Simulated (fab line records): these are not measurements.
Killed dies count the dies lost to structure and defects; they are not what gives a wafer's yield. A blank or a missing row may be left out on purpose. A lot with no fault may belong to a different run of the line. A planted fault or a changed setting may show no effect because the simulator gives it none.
fab line records / flow nand-harc
[record] lots = 12 wafers = 36 last-day = 24
route steps=1159 shown THIN_TSV@1102
lots untouched by any fault: they come from a run of this same line in which no faults occurred
start-h: hours from the record's opening day to when the first of the lot's shown wafers began / wait-h: hours from the lot's prior step to this one / " unchanged from the row above / L1.1+2: one row covering several wafers at once / - no value present, or no start provided / * or withheld: withheld / < > ~ a bound
route shown NAME@n: NAME is a module with steps in the file, n the number in the route of the first one / usual: average and standard deviation across the fault-free wafers / same: alike in all rows / chamber/n: place in a boat / sites: each site's reading / _std_site: the standard deviation of these / _edge_site: outer sites' mean less inner sites' / radius-mm: how far each site lies from the wafer's centre / mask NAME#n: copy n / behind: the most recent tool/chamber to have shaped the wafer / hold: the reason the lot was held/the length of the hold in hours/how it ended / device: the n, p or np transistor that did not switch / end of line: the same wafers' tests at the end of the route / for a step that has no rows: nothing shown but its recipe / killed: the dies lost at the first sort to structure and to defects; this is not the yield of the wafer / map: dies across one wafer; x = killed, . = not, _ = none there
set.NAME: the run value of the setting; set.NAME@STEP: its run value at that earlier step / model.NAME: the simulator's own value behind a step, which no gauge read
the route's steps for a sample of lots (tables are steps, rows are wafers)
services: the hour from which a tool's chamber was out of use, counted from the record's first day as start-h (under 0 if before that day), plus the number of hours and why
[[steps]]
[step NHARC_THIN_TSV_CMP_01]
[recipe] target-thk-um = 3
[usual] edge-zone-pressure-frac = 0.999/0.0048 motor-current-A = 12.0/1 slurry-flow-ml-min = 149.9/0.43
lot.wafer=L136.2 tool=cmp-01 chamber=3 start-h=441.58 wait-h=0.9 edge-zone-pressure-frac=0.999 motor-current-A=11.5 slurry-flow-ml-min=150.7
lot.wafer=L136.5 tool=cmp-01 chamber=0 start-h=441.58 wait-h=0.9 edge-zone-pressure-frac=0.997 motor-current-A=11.7 slurry-flow-ml-min=149.5
lot.wafer=L136.6 tool=cmp-01 chamber=1 start-h=441.58 wait-h=0.9 edge-zone-pressure-frac=1.000 motor-current-A=11.8 slurry-flow-ml-min=149.6
lot.wafer=L137.2 tool=cmp-01 chamber=3 start-h=442.71 wait-h=0.8 edge-zone-pressure-frac=0.998 motor-current-A=11.1 slurry-flow-ml-min=150.1
lot.wafer=L137.1 tool=cmp-01 chamber=0 start-h=442.71 wait-h=0.8 edge-zone-pressure-frac=1.000 motor-current-A=12.7 slurry-flow-ml-min=150.4
lot.wafer=L137.6 tool=cmp-01 chamber=0 start-h=442.71 wait-h=0.8 edge-zone-pressure-frac=1.000 motor-current-A=11.8 slurry-flow-ml-min=149.8
lot.wafer=L139.3 tool=cmp-02 chamber=3 start-h=455.05 wait-h=0.7 edge-zone-pressure-frac=0.999 motor-current-A=11.3 slurry-flow-ml-min=150.2
lot.wafer=L139.2 tool=cmp-02 chamber=0 start-h=455.05 wait-h=0.7 edge-zone-pressure-frac=1.002 motor-current-A=13.9 slurry-flow-ml-min=149.3
lot.wafer=L139.1 tool=cmp-02 chamber=1 start-h=455.05 wait-h=0.7 edge-zone-pressure-frac=1.000 motor-current-A=12.0 slurry-flow-ml-min=149.2
lot.wafer=L141.1 tool=cmp-02 chamber=3 start-h=465.46 wait-h=1.1 edge-zone-pressure-frac=1.002 motor-current-A=11.7 slurry-flow-ml-min=150.0
lot.wafer=L141.2 tool=cmp-02 chamber=0 start-h=465.46 wait-h=1.1 edge-zone-pressure-frac=0.995 motor-current-A=14.3 slurry-flow-ml-min=149.6
lot.wafer=L141.6 tool=cmp-02 chamber=1 start-h=465.46 wait-h=1.1 edge-zone-pressure-frac=1.001 motor-current-A=12.1 slurry-flow-ml-min=149.9
lot.wafer=L140.3 tool=cmp-04 chamber=2 start-h=473.09 wait-h=0.7 edge-zone-pressure-frac=1.002 motor-current-A=10.9 slurry-flow-ml-min=150.0
lot.wafer=L140.4 tool=cmp-04 chamber=3 start-h=473.09 wait-h=0.7 edge-zone-pressure-frac=0.992 motor-current-A=13.0 slurry-flow-ml-min=149.7
lot.wafer=L140.2 tool=cmp-04 chamber=0 start-h=473.09 wait-h=0.7 edge-zone-pressure-frac=1.001 motor-current-A=12.5 slurry-flow-ml-min=150.8
lot.wafer=L148.3 tool=cmp-04 chamber=1 start-h=513.72 wait-h=0.6 edge-zone-pressure-frac=0.989 motor-current-A=13.4 slurry-flow-ml-min=150.6
lot.wafer=L148.2 tool=cmp-04 chamber=3 start-h=513.72 wait-h=0.6 edge-zone-pressure-frac=1.006 motor-current-A=12.4 slurry-flow-ml-min=149.5
lot.wafer=L148.5 tool=cmp-04 chamber=0 start-h=513.72 wait-h=0.6 edge-zone-pressure-frac=0.995 motor-current-A=12.9 slurry-flow-ml-min=149.3
lot.wafer=L147.3 tool=cmp-02 chamber=2 start-h=515.00 wait-h=0.7 edge-zone-pressure-frac=0.997 motor-current-A=10.4 slurry-flow-ml-min=149.2
lot.wafer=L147.5 tool=cmp-02 chamber=3 start-h=515.00 wait-h=0.7 edge-zone-pressure-frac=0.992 motor-current-A=11.2 slurry-flow-ml-min=149.2
lot.wafer=L147.6 tool=cmp-02 chamber=0 start-h=515.00 wait-h=0.7 edge-zone-pressure-frac=0.998 motor-current-A=14.4 slurry-flow-ml-min=150.2
lot.wafer=L155.2 tool=cmp-04 chamber=3 start-h=550.10 wait-h=0.8 edge-zone-pressure-frac=0.999 motor-current-A=12.5 slurry-flow-ml-min=150.5
lot.wafer=L155.3 tool=cmp-04 chamber=0 start-h=550.10 wait-h=0.8 edge-zone-pressure-frac=0.998 motor-current-A=12.2 slurry-flow-ml-min=150.3
lot.wafer=L155.6 tool=cmp-04 chamber=2 start-h=550.10 wait-h=0.8 edge-zone-pressure-frac=0.999 motor-current-A=10.8 slurry-flow-ml-min=150.2
lot.wafer=L153.4 tool=cmp-01 chamber=2 start-h=551.28 wait-h=0.4 edge-zone-pressure-frac=1.008 motor-current-A=12.3 slurry-flow-ml-min=149.1
lot.wafer=L153.2 tool=cmp-01 chamber=3 start-h=551.28 wait-h=0.4 edge-zone-pressure-frac=0.998 motor-current-A=12.4 slurry-flow-ml-min=149.7
lot.wafer=L153.1 tool=cmp-01 chamber=1 start-h=551.28 wait-h=0.4 edge-zone-pressure-frac=1.008 motor-current-A=11.8 slurry-flow-ml-min=149.6
lot.wafer=L154.3 tool=cmp-02 chamber=2 start-h=552.51 wait-h=0.7 edge-zone-pressure-frac=1.001 motor-current-A=11.4 slurry-flow-ml-min=150.1
lot.wafer=L154.6 tool=cmp-02 chamber=1 start-h=552.51 wait-h=0.7 edge-zone-pressure-frac=1.004 motor-current-A=12.7 slurry-flow-ml-min=149.8
lot.wafer=L154.5 tool=cmp-02 chamber=2 start-h=552.51 wait-h=0.7 edge-zone-pressure-frac=0.992 motor-current-A=10.3 slurry-flow-ml-min=149.1
lot.wafer=L158.4 tool=cmp-01 chamber=0 start-h=558.59 wait-h=0.4 edge-zone-pressure-frac=1.005 motor-current-A=11.4 slurry-flow-ml-min=149.3
lot.wafer=L158.2 tool=cmp-01 chamber=1 start-h=558.59 wait-h=0.4 edge-zone-pressure-frac=1.005 motor-current-A=11.8 slurry-flow-ml-min=149.7
lot.wafer=L158.1 tool=cmp-01 chamber=2 start-h=558.59 wait-h=0.4 edge-zone-pressure-frac=0.993 motor-current-A=12.1 slurry-flow-ml-min=149.9
lot.wafer=L156.1 tool=cmp-02 chamber=3 start-h=559.81 wait-h=1.1 edge-zone-pressure-frac=1.000 motor-current-A=11.2 slurry-flow-ml-min=150.2
lot.wafer=L156.2 tool=cmp-02 chamber=0 start-h=559.81 wait-h=1.1 edge-zone-pressure-frac=0.995 motor-current-A=14.5 slurry-flow-ml-min=150.6
lot.wafer=L156.5 tool=cmp-02 chamber=2 start-h=559.81 wait-h=1.1 edge-zone-pressure-frac=1.001 motor-current-A=10.5 slurry-flow-ml-min=149.7
[step NHARC_THIN_TSV_ANNEAL_52]
[recipe] temp-c = 225 time-s = 90
[usual] wafer_temp_C_max = 225.78/0.21
lot.wafer=L136.2 tool=rtp-anneal-02 chamber=0 start-h=447.11 wait-h=0.7 wafer_temp_C_max=225.54
lot.wafer=L136.5 tool=rtp-anneal-02 chamber=0 start-h=447.11 wait-h=0.7 wafer_temp_C_max=225.83
lot.wafer=L136.6 tool=rtp-anneal-02 chamber=0 start-h=447.11 wait-h=0.7 wafer_temp_C_max=225.87
lot.wafer=L137.1 tool=rtp-anneal-02 chamber=0 start-h=448.49 wait-h=0.8 wafer_temp_C_max=225.66
lot.wafer=L137.2 tool=rtp-anneal-02 chamber=0 start-h=448.49 wait-h=0.8 wafer_temp_C_max=225.62
lot.wafer=L137.6 tool=rtp-anneal-02 chamber=0 start-h=448.49 wait-h=0.8 wafer_temp_C_max=225.76
lot.wafer=L139.1 tool=rtp-anneal-01 chamber=0 start-h=461.54 wait-h=0.5 wafer_temp_C_max=225.64
lot.wafer=L139.2 tool=rtp-anneal-01 chamber=0 start-h=461.54 wait-h=0.5 wafer_temp_C_max=225.78
lot.wafer=L139.3 tool=rtp-anneal-01 chamber=0 start-h=461.54 wait-h=0.5 wafer_temp_C_max=225.87
lot.wafer=L141.1 tool=rtp-anneal-01 chamber=0 start-h=470.98 wait-h=0.5 wafer_temp_C_max=225.58
lot.wafer=L141.2 tool=rtp-anneal-01 chamber=0 start-h=470.98 wait-h=0.5 wafer_temp_C_max=225.63
lot.wafer=L141.6 tool=rtp-anneal-01 chamber=0 start-h=470.98 wait-h=0.5 wafer_temp_C_max=225.55
lot.wafer=L140.2 tool=rtp-anneal-01 chamber=0 start-h=478.74 wait-h=0.7 wafer_temp_C_max=225.83
lot.wafer=L140.3 tool=rtp-anneal-01 chamber=0 start-h=478.74 wait-h=0.7 wafer_temp_C_max=225.71
lot.wafer=L140.4 tool=rtp-anneal-01 chamber=0 start-h=478.74 wait-h=0.7 wafer_temp_C_max=226.12
lot.wafer=L148.2 tool=rtp-anneal-01 chamber=0 start-h=518.96 wait-h=0.7 wafer_temp_C_max=225.82
lot.wafer=L148.3 tool=rtp-anneal-01 chamber=0 start-h=518.96 wait-h=0.7 wafer_temp_C_max=225.56
lot.wafer=L148.5 tool=rtp-anneal-01 chamber=0 start-h=518.96 wait-h=0.7 wafer_temp_C_max=225.66
lot.wafer=L147.3 tool=rtp-anneal-01 chamber=0 start-h=520.40 wait-h=0.4 wafer_temp_C_max=225.96
lot.wafer=L147.5 tool=rtp-anneal-01 chamber=0 start-h=520.40 wait-h=0.4 wafer_temp_C_max=225.62
lot.wafer=L147.6 tool=rtp-anneal-01 chamber=0 start-h=520.40 wait-h=0.4 wafer_temp_C_max=225.66
lot.wafer=L155.2 tool=rtp-anneal-02 chamber=0 start-h=555.56 wait-h=0.8 wafer_temp_C_max=225.62
lot.wafer=L155.3 tool=rtp-anneal-02 chamber=0 start-h=555.56 wait-h=0.8 wafer_temp_C_max=225.75
lot.wafer=L155.6 tool=rtp-anneal-02 chamber=0 start-h=555.56 wait-h=0.8 wafer_temp_C_max=225.67
lot.wafer=L153.1 tool=rtp-anneal-02 chamber=0 start-h=556.54 wait-h=0.5 wafer_temp_C_max=225.68
lot.wafer=L153.2 tool=rtp-anneal-02 chamber=0 start-h=556.54 wait-h=0.5 wafer_temp_C_max=225.87
lot.wafer=L153.4 tool=rtp-anneal-02 chamber=0 start-h=556.54 wait-h=0.5 wafer_temp_C_max=225.53
lot.wafer=L154.3 tool=rtp-anneal-01 chamber=0 start-h=558.13 wait-h=0.5 wafer_temp_C_max=225.62
lot.wafer=L154.5 tool=rtp-anneal-01 chamber=0 start-h=558.13 wait-h=0.5 wafer_temp_C_max=225.87
lot.wafer=L154.6 tool=rtp-anneal-01 chamber=0 start-h=558.13 wait-h=0.5 wafer_temp_C_max=225.95
lot.wafer=L158.1 tool=rtp-anneal-02 chamber=0 start-h=563.88 wait-h=0.6 wafer_temp_C_max=225.97
lot.wafer=L158.2 tool=rtp-anneal-02 chamber=0 start-h=563.88 wait-h=0.6 wafer_temp_C_max=225.66
lot.wafer=L158.4 tool=rtp-anneal-02 chamber=0 start-h=563.88 wait-h=0.6 wafer_temp_C_max=225.68
lot.wafer=L156.1 tool=rtp-anneal-02 chamber=0 start-h=565.02 wait-h=0.6 wafer_temp_C_max=225.75
lot.wafer=L156.2 tool=rtp-anneal-02 chamber=0 start-h=565.02 wait-h=0.6 wafer_temp_C_max=225.74
lot.wafer=L156.5 tool=rtp-anneal-02 chamber=0 start-h=565.02 wait-h=0.6 wafer_temp_C_max=225.86
[step NHARC_THIN_TSV_ETCH_59]
[recipe] target-depth-a = 8800 icp-w = 900 bias-w = 100 Cl2_flow_sccm = 60 bcl3-flow-sccm = 30 time-s = 138.1 chemistry = Cl2/BCl3
[usual] drypump-motor-current-A = 6.1/0.42 oes-product-au = 1.002/0.0067 throttle-valve-pct = 22.264/0.0097
lot.wafer=L136.2 tool=rie-metal-01 chamber=1 start-h=449.29 wait-h=0.1 drypump-motor-current-A=5.7 oes-product-au=0.991 rf-hours-counter-h=3.2 throttle-valve-pct=22.231
lot.wafer=L136.5 tool=rie-metal-01 chamber=1 start-h=449.29 wait-h=0.1 drypump-motor-current-A=5.7 oes-product-au=1.002 rf-hours-counter-h=- throttle-valve-pct=22.263
lot.wafer=L136.6 tool=rie-metal-01 chamber=0 start-h=449.29 wait-h=0.1 drypump-motor-current-A=5.4 oes-product-au=0.985 rf-hours-counter-h=- throttle-valve-pct=22.268
lot.wafer=L137.2 tool=rie-metal-02 chamber=0 start-h=450.73 wait-h=0.1 drypump-motor-current-A=6.6 oes-product-au=0.992 rf-hours-counter-h=1.5 throttle-valve-pct=22.260
lot.wafer=L137.1 tool=rie-metal-02 chamber=1 start-h=450.73 wait-h=0.1 drypump-motor-current-A=6.6 oes-product-au=1.004 rf-hours-counter-h=1.5 throttle-valve-pct=22.249
lot.wafer=L137.6 tool=rie-metal-02 chamber=1 start-h=450.73 wait-h=0.1 drypump-motor-current-A=6.6 oes-product-au=1.008 rf-hours-counter-h=- throttle-valve-pct=22.270
lot.wafer=L139.1 tool=rie-metal-03 chamber=1 start-h=463.67 wait-h=0.1 drypump-motor-current-A=6.2 oes-product-au=1.011 rf-hours-counter-h=0.0 throttle-valve-pct=22.252
lot.wafer=L139.2 tool=rie-metal-03 chamber=0 start-h=463.67 wait-h=0.1 drypump-motor-current-A=6.4 oes-product-au=1.000 rf-hours-counter-h=0.0 throttle-valve-pct=22.267
lot.wafer=L139.3 tool=rie-metal-03 chamber=0 start-h=463.67 wait-h=0.1 drypump-motor-current-A=6.4 oes-product-au=1.004 rf-hours-counter-h=- throttle-valve-pct=22.254
lot.wafer=L141.2 tool=rie-metal-01 chamber=0 start-h=473.11 wait-h=0.1 drypump-motor-current-A=5.4 oes-product-au=0.990 rf-hours-counter-h=4.0 throttle-valve-pct=22.267
lot.wafer=L141.1 tool=rie-metal-01 chamber=1 start-h=473.11 wait-h=0.1 drypump-motor-current-A=5.7 oes-product-au=0.997 rf-hours-counter-h=4.0 throttle-valve-pct=22.275
lot.wafer=L141.6 tool=rie-metal-01 chamber=1 start-h=473.11 wait-h=0.1 drypump-motor-current-A=5.7 oes-product-au=0.989 rf-hours-counter-h=- throttle-valve-pct=22.274
lot.wafer=L140.2 tool=rie-metal-01 chamber=1 start-h=480.92 wait-h=0.1 drypump-motor-current-A=5.7 oes-product-au=1.003 rf-hours-counter-h=4.2 throttle-valve-pct=22.255
lot.wafer=L140.3 tool=rie-metal-01 chamber=1 start-h=480.92 wait-h=0.1 drypump-motor-current-A=5.7 oes-product-au=0.993 rf-hours-counter-h=- throttle-valve-pct=22.283
lot.wafer=L140.4 tool=rie-metal-01 chamber=0 start-h=480.92 wait-h=0.1 drypump-motor-current-A=5.5 oes-product-au=0.982 rf-hours-counter-h=- throttle-valve-pct=22.258
lot.wafer=L148.2 tool=rie-metal-03 chamber=1 start-h=521.43 wait-h=0.1 drypump-motor-current-A=6.2 oes-product-au=1.009 rf-hours-counter-h=1.7 throttle-valve-pct=22.262
lot.wafer=L148.3 tool=rie-metal-03 chamber=0 start-h=521.43 wait-h=0.1 drypump-motor-current-A=6.4 oes-product-au=0.999 rf-hours-counter-h=- throttle-valve-pct=22.276
lot.wafer=L148.5 tool=rie-metal-03 chamber=0 start-h=521.43 wait-h=0.1 drypump-motor-current-A=6.4 oes-product-au=1.004 rf-hours-counter-h=- throttle-valve-pct=22.255
lot.wafer=L147.3 tool=rie-metal-03 chamber=1 start-h=522.60 wait-h=0.2 drypump-motor-current-A=6.2 oes-product-au=1.000 rf-hours-counter-h=- throttle-valve-pct=22.267
lot.wafer=L147.6 tool=rie-metal-03 chamber=1 start-h=522.60 wait-h=0.2 drypump-motor-current-A=6.2 oes-product-au=1.005 rf-hours-counter-h=- throttle-valve-pct=22.265
lot.wafer=L147.5 tool=rie-metal-03 chamber=0 start-h=522.60 wait-h=0.2 drypump-motor-current-A=6.4 oes-product-au=1.002 rf-hours-counter-h=- throttle-valve-pct=22.254
lot.wafer=L155.2 tool=rie-metal-03 chamber=1 start-h=557.76 wait-h=0.1 drypump-motor-current-A=6.2 oes-product-au=1.013 rf-hours-counter-h=2.7 throttle-valve-pct=22.250
lot.wafer=L155.3 tool=rie-metal-03 chamber=1 start-h=557.76 wait-h=0.1 drypump-motor-current-A=6.1 oes-product-au=1.010 rf-hours-counter-h=- throttle-valve-pct=22.265
lot.wafer=L155.6 tool=rie-metal-03 chamber=0 start-h=557.76 wait-h=0.1 drypump-motor-current-A=6.4 oes-product-au=1.011 rf-hours-counter-h=- throttle-valve-pct=22.271
lot.wafer=L153.1 tool=rie-metal-01 chamber=1 start-h=558.89 wait-h=0.1 drypump-motor-current-A=5.7 oes-product-au=1.011 rf-hours-counter-h=1.2 throttle-valve-pct=22.269
lot.wafer=L153.2 tool=rie-metal-01 chamber=0 start-h=558.89 wait-h=0.1 drypump-motor-current-A=5.4 oes-product-au=0.997 rf-hours-counter-h=1.2 throttle-valve-pct=22.268
lot.wafer=L153.4 tool=rie-metal-01 chamber=1 start-h=558.89 wait-h=0.1 drypump-motor-current-A=5.7 oes-product-au=1.013 rf-hours-counter-h=- throttle-valve-pct=22.257
lot.wafer=L154.3 tool=rie-metal-03 chamber=1 start-h=560.24 wait-h=0.2 drypump-motor-current-A=6.2 oes-product-au=1.012 rf-hours-counter-h=- throttle-valve-pct=22.254
lot.wafer=L154.6 tool=rie-metal-03 chamber=0 start-h=560.24 wait-h=0.2 drypump-motor-current-A=6.4 oes-product-au=1.001 rf-hours-counter-h=- throttle-valve-pct=22.262
lot.wafer=L154.5 tool=rie-metal-03 chamber=1 start-h=560.24 wait-h=0.2 drypump-motor-current-A=6.2 oes-product-au=1.008 rf-hours-counter-h=- throttle-valve-pct=22.256
lot.wafer=L158.2 tool=rie-metal-01 chamber=1 start-h=566.11 wait-h=0.1 drypump-motor-current-A=5.7 oes-product-au=1.004 rf-hours-counter-h=1.5 throttle-valve-pct=22.287
lot.wafer=L158.1 tool=rie-metal-01 chamber=0 start-h=566.11 wait-h=0.1 drypump-motor-current-A=5.4 oes-product-au=1.001 rf-hours-counter-h=1.5 throttle-valve-pct=22.279
lot.wafer=L158.4 tool=rie-metal-01 chamber=1 start-h=566.11 wait-h=0.1 drypump-motor-current-A=5.7 oes-product-au=1.008 rf-hours-counter-h=- throttle-valve-pct=22.246
lot.wafer=L156.2 tool=rie-metal-01 chamber=0 start-h=567.26 wait-h=0.1 drypump-motor-current-A=5.4 oes-product-au=0.992 rf-hours-counter-h=1.7 throttle-valve-pct=22.280
lot.wafer=L156.1 tool=rie-metal-01 chamber=1 start-h=567.26 wait-h=0.1 drypump-motor-current-A=5.7 oes-product-au=1.005 rf-hours-counter-h=1.7 throttle-valve-pct=22.254
lot.wafer=L156.5 tool=rie-metal-01 chamber=1 start-h=567.26 wait-h=0.1 drypump-motor-current-A=5.7 oes-product-au=1.002 rf-hours-counter-h=- throttle-valve-pct=22.252
[step NHARC_THIN_TSV_STRIP_56]
[recipe] power-w = 1500 temp-c = 250 chemistry = O2
[usual] drypump-motor-current-A = 5.6/0.58 heater-power-w = 312/12
lot.wafer=L136.2 tool=plasma-asher-02 chamber=1 start-h=449.69 wait-h=0.1 drypump-motor-current-A=6.1 heater-power-w=316 rf-hours-counter-h=28
lot.wafer=L136.6 tool=plasma-asher-02 chamber=0 start-h=449.69 wait-h=0.1 drypump-motor-current-A=4.9 heater-power-w=299 rf-hours-counter-h=-
lot.wafer=L136.5 tool=plasma-asher-02 chamber=1 start-h=449.69 wait-h=0.1 drypump-motor-current-A=6.1 heater-power-w=322 rf-hours-counter-h=-
lot.wafer=L137.2 tool=plasma-asher-02 chamber=0 start-h=451.09 wait-h=0.1 drypump-motor-current-A=4.9 heater-power-w=302 rf-hours-counter-h=28
lot.wafer=L137.1 tool=plasma-asher-02 chamber=1 start-h=451.09 wait-h=0.1 drypump-motor-current-A=6.1 heater-power-w=315 rf-hours-counter-h=28
lot.wafer=L137.6 tool=plasma-asher-02 chamber=1 start-h=451.09 wait-h=0.1 drypump-motor-current-A=6.1 heater-power-w=315 rf-hours-counter-h=-
lot.wafer=L139.2 tool=plasma-asher-01 chamber=1 start-h=464.03 wait-h=0.1 drypump-motor-current-A=6.2 heater-power-w=308 rf-hours-counter-h=1
lot.wafer=L139.1 tool=plasma-asher-01 chamber=0 start-h=464.03 wait-h=0.1 drypump-motor-current-A=5.2 heater-power-w=321 rf-hours-counter-h=1
lot.wafer=L139.3 tool=plasma-asher-01 chamber=1 start-h=464.03 wait-h=0.1 drypump-motor-current-A=6.3 heater-power-w=313 rf-hours-counter-h=-
lot.wafer=L141.1 tool=plasma-asher-02 chamber=1 start-h=473.47 wait-h=0.1 drypump-motor-current-A=- heater-power-w=- rf-hours-counter-h=-
lot.wafer=L141.2 tool=plasma-asher-02 chamber=0 start-h=473.47 wait-h=0.1 drypump-motor-current-A=- heater-power-w=- rf-hours-counter-h=-
lot.wafer=L141.6 tool=plasma-asher-02 chamber=1 start-h=473.47 wait-h=0.1 drypump-motor-current-A=- heater-power-w=- rf-hours-counter-h=-
lot.wafer=L140.2 tool=plasma-asher-02 chamber=1 start-h=481.33 wait-h=0.1 drypump-motor-current-A=- heater-power-w=- rf-hours-counter-h=-
lot.wafer=L140.3 tool=plasma-asher-02 chamber=0 start-h=481.33 wait-h=0.1 drypump-motor-current-A=- heater-power-w=- rf-hours-counter-h=-
lot.wafer=L140.4 tool=plasma-asher-02 chamber=1 start-h=481.33 wait-h=0.1 drypump-motor-current-A=- heater-power-w=- rf-hours-counter-h=-
lot.wafer=L148.2 tool=plasma-asher-02 chamber=0 start-h=521.84 wait-h=0.1 drypump-motor-current-A=4.9 heater-power-w=302 rf-hours-counter-h=51
lot.wafer=L148.3 tool=plasma-asher-02 chamber=1 start-h=521.84 wait-h=0.1 drypump-motor-current-A=6.1 heater-power-w=313 rf-hours-counter-h=-
lot.wafer=L148.5 tool=plasma-asher-02 chamber=1 start-h=521.84 wait-h=0.1 drypump-motor-current-A=6.1 heater-power-w=311 rf-hours-counter-h=-
lot.wafer=L147.3 tool=plasma-asher-02 chamber=1 start-h=522.98 wait-h=0.2 drypump-motor-current-A=6.1 heater-power-w=313 rf-hours-counter-h=-
lot.wafer=L147.5 tool=plasma-asher-02 chamber=1 start-h=522.98 wait-h=0.2 drypump-motor-current-A=6.1 heater-power-w=315 rf-hours-counter-h=-
lot.wafer=L147.6 tool=plasma-asher-02 chamber=0 start-h=522.98 wait-h=0.2 drypump-motor-current-A=4.8 heater-power-w=291 rf-hours-counter-h=-
lot.wafer=L155.2 tool=plasma-asher-02 chamber=1 start-h=558.14 wait-h=0.1 drypump-motor-current-A=6.1 heater-power-w=318 rf-hours-counter-h=5
lot.wafer=L155.3 tool=plasma-asher-02 chamber=1 start-h=558.14 wait-h=0.1 drypump-motor-current-A=6.1 heater-power-w=331 rf-hours-counter-h=-
lot.wafer=L155.6 tool=plasma-asher-02 chamber=1 start-h=558.14 wait-h=0.1 drypump-motor-current-A=6.1 heater-power-w=320 rf-hours-counter-h=-
lot.wafer=L153.1 tool=plasma-asher-02 chamber=1 start-h=559.24 wait-h=0.1 drypump-motor-current-A=6.1 heater-power-w=326 rf-hours-counter-h=5
lot.wafer=L153.2 tool=plasma-asher-02 chamber=0 start-h=559.24 wait-h=0.1 drypump-motor-current-A=4.8 heater-power-w=295 rf-hours-counter-h=5
lot.wafer=L153.4 tool=plasma-asher-02 chamber=0 start-h=559.24 wait-h=0.1 drypump-motor-current-A=4.9 heater-power-w=303 rf-hours-counter-h=-
lot.wafer=L154.3 tool=plasma-asher-02 chamber=1 start-h=560.58 wait-h=0.2 drypump-motor-current-A=6.1 heater-power-w=326 rf-hours-counter-h=-
lot.wafer=L154.5 tool=plasma-asher-02 chamber=1 start-h=560.58 wait-h=0.2 drypump-motor-current-A=6.1 heater-power-w=331 rf-hours-counter-h=-
lot.wafer=L154.6 tool=plasma-asher-02 chamber=0 start-h=560.58 wait-h=0.2 drypump-motor-current-A=4.9 heater-power-w=295 rf-hours-counter-h=-
lot.wafer=L158.1 tool=plasma-asher-02 chamber=1 start-h=566.77 wait-h=0.4 drypump-motor-current-A=6.1 heater-power-w=329 rf-hours-counter-h=8
lot.wafer=L158.2 tool=plasma-asher-02 chamber=0 start-h=566.77 wait-h=0.4 drypump-motor-current-A=4.8 heater-power-w=294 rf-hours-counter-h=8
lot.wafer=L158.4 tool=plasma-asher-02 chamber=0 start-h=566.77 wait-h=0.4 drypump-motor-current-A=4.9 heater-power-w=306 rf-hours-counter-h=-
lot.wafer=L156.2 tool=plasma-asher-01 chamber=0 start-h=567.62 wait-h=0.1 drypump-motor-current-A=5.2 heater-power-w=316 rf-hours-counter-h=39
lot.wafer=L156.1 tool=plasma-asher-01 chamber=1 start-h=567.62 wait-h=0.1 drypump-motor-current-A=6.2 heater-power-w=303 rf-hours-counter-h=39
lot.wafer=L156.5 tool=plasma-asher-01 chamber=1 start-h=567.62 wait-h=0.1 drypump-motor-current-A=6.2 heater-power-w=304 rf-hours-counter-h=-
[[services]]
tool=cmp-02 chamber=- start-h=422.50 hours=4.0 kind=pm
tool=cmp-04 chamber=- start-h=432.19 hours=0.6 kind=repair
tool=rie-metal-03 chamber=- start-h=453.00 hours=9.0 kind=pm
tool=plasma-asher-01 chamber=- start-h=453.16 hours=9.0 kind=pm
tool=cmp-01 chamber=- start-h=465.55 hours=1.0 kind=repair
tool=cmp-01 chamber=- start-h=473.59 hours=4.0 kind=pm
tool=cmp-01 chamber=- start-h=481.01 hours=2.6 kind=repair
tool=cmp-04 chamber=- start-h=497.81 hours=4.0 kind=pm
tool=cmp-02 chamber=- start-h=502.19 hours=3.7 kind=repair
tool=cmp-04 chamber=- start-h=502.99 hours=2.9 kind=repair
tool=cmp-04 chamber=- start-h=507.28 hours=2.1 kind=repair
tool=rie-metal-01 chamber=- start-h=509.00 hours=9.0 kind=pm
tool=rie-metal-02 chamber=1 start-h=511.35 hours=19.0 kind=repair
tool=cmp-01 chamber=- start-h=512.69 hours=1.9 kind=repair
tool=cmp-02 chamber=- start-h=520.50 hours=4.0 kind=pm
tool=plasma-asher-02 chamber=- start-h=537.17 hours=9.0 kind=pm
tool=plasma-asher-02 chamber=0 start-h=537.17 hours=9.0 kind=vent-cycle
tool=plasma-asher-02 chamber=1 start-h=537.17 hours=9.0 kind=vent-cycle
tool=cmp-01 chamber=- start-h=539.05 hours=0.7 kind=repair
tool=plasma-asher-02 chamber=0 start-h=546.17 hours=- kind=clean
tool=cmp-04 chamber=- start-h=546.61 hours=0.9 kind=repair
tool=cmp-02 chamber=- start-h=549.06 hours=1.2 kind=repair
tool=cmp-04 chamber=- start-h=551.84 hours=2.4 kind=repair
tool=rie-metal-02 chamber=- start-h=565.00 hours=9.0 kind=pm
[[key]]
[first-sign] step = NHARC_THIN_TSV_STRIP_56 reading = tool-record direction = missing
effect none on later readings
met-at NHARC_THIN_TSV_STRIP_56
struck-lots L140,L141
not-acting-at NHARC_THIN_TSV_CMP_01,NHARC_THIN_TSV_ANNEAL_52,NHARC_THIN_TSV_ETCH_59
onset-between 451.09 473.47
[fault] kind = skipped-step-whole tool = plasma-asher-02 chamber = - onset-h = 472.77 steps = NHARC_THIN_TSV_STRIP_56 scope = struck-lots-only
